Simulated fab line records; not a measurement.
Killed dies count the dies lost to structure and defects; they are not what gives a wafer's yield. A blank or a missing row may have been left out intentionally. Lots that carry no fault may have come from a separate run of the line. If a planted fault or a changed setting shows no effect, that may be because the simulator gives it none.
Chamber matching + flow nandHarc + NHARC_A_STAIRCASE_TRIM_229 on rieDiel-02 has 4 sister chambers
The step chemistry O2, time 211.2 s. 16 wafers are shown with their chamber, then 8 later ones without.

== WAFERS PAIRED WITH THEIR CHAMBERS ==
| wafer  | chamber | drypumpMotorCurrentA (A) | showerheadPlenumPTorr (Torr) | rfVppV (V) |
|--------|---------|--------------------------|------------------------------|------------|
| L778.3 | 0       | 6.4                      | 3.32                         | 57.2       |
| L778.4 | 2       | 5.4                      | 3.69                         | 58.3       |
| L778.5 | 0       | 6.4                      | 3.32                         | 58.0       |
| L780.1 | 3       | 5.9                      | 3.61                         | 59.3       |
| L780.2 | 0       | 6.4                      | 3.32                         | 57.0       |
| L780.4 | 1       | 6.0                      | 3.53                         | 57.8       |
| L782.1 | 0       | 6.4                      | 3.32                         | 57.9       |
| L782.3 | 1       | 5.9                      | 3.53                         | 56.7       |
| L782.5 | 0       | 6.4                      | 3.32                         | 56.9       |
| L783.1 | 3       | 5.9                      | 3.60                         | 59.1       |
| L783.4 | 0       | 6.4                      | 3.31                         | 57.6       |
| L783.5 | 1       | 6.0                      | 3.53                         | 57.1       |
| L792.4 | 1       | 6.0                      | 3.52                         | 57.8       |
| L792.5 | 2       | 5.4                      | 3.67                         | 58.7       |
| L792.6 | 1       | 6.0                      | 3.52                         | 59.2       |
| L793.2 | 1       | 6.0                      | 3.52                         | 57.1       |

SIGNATURES (averages over the wafers above)
| reading               | chamber 0 | chamber 1 | chamber 2 | chamber 3 | scatter within a chamber |
|-----------------------|-----------|-----------|-----------|-----------|--------------------------|
| drypumpMotorCurrentA  | 6.400     | 5.983     | 5.400     | 5.900     | 0.0264                   |
| showerheadPlenumPTorr | 3.3183    | 3.5250    | 3.6800    | 3.6050    | 0.00635                  |
| rfVppV                | 57.433    | 57.617    | 58.500    | 59.200    | 0.655                    |
Rule: for a wafer and a chamber, the distance is found by dividing, reading by reading, the gap between the wafer's reading and the chamber's mean by the reading's scatter, squaring, summing and taking the root. The wafer belongs to the nearest chamber; if the next one is less than 2 further off, it can't be placed. The scatter is the square root of a quotient: the sum, over the shown wafers, of each reading's squared deviation from its chamber's mean, divided by wafers minus chambers.

== WAFERS MISSING THEIR CHAMBER ==
| wafer  | drypumpMotorCurrentA (A) | showerheadPlenumPTorr (Torr) | rfVppV (V) |
|--------|--------------------------|------------------------------|------------|
| L793.4 | 6.4                      | 3.30                         | 56.8       |
| L793.6 | 5.9                      | 3.59                         | 58.1       |
| L797.2 | 5.9                      | 3.59                         | 57.5       |
| L797.4 | 6.4                      | 3.30                         | 57.3       |
| L797.6 | 6.4                      | 3.30                         | 58.0       |
| L800.1 | 5.4                      | 3.67                         | 58.4       |
| L800.2 | 5.9                      | 3.51                         | 57.2       |
| L800.5 | 5.4                      | 3.67                         | 58.5       |

== THE CHAMBER EACH PASSED THROUGH ==
| wafer  | from the rows above | in truth |
|--------|---------------------|----------|
| L793.4 | 0                   | 0        |
| L793.6 | 3                   | 3        |
| L797.2 | 3                   | 3        |
| L797.4 | 0                   | 0        |
| L797.6 | 0                   | 0        |
| L800.1 | 2                   | 2        |
| L800.2 | 1                   | 1        |
| L800.5 | 2                   | 2        |
Placed correctly: 8 of 8. From these rows, 0 cannot be placed. Wrongly placed: 0.
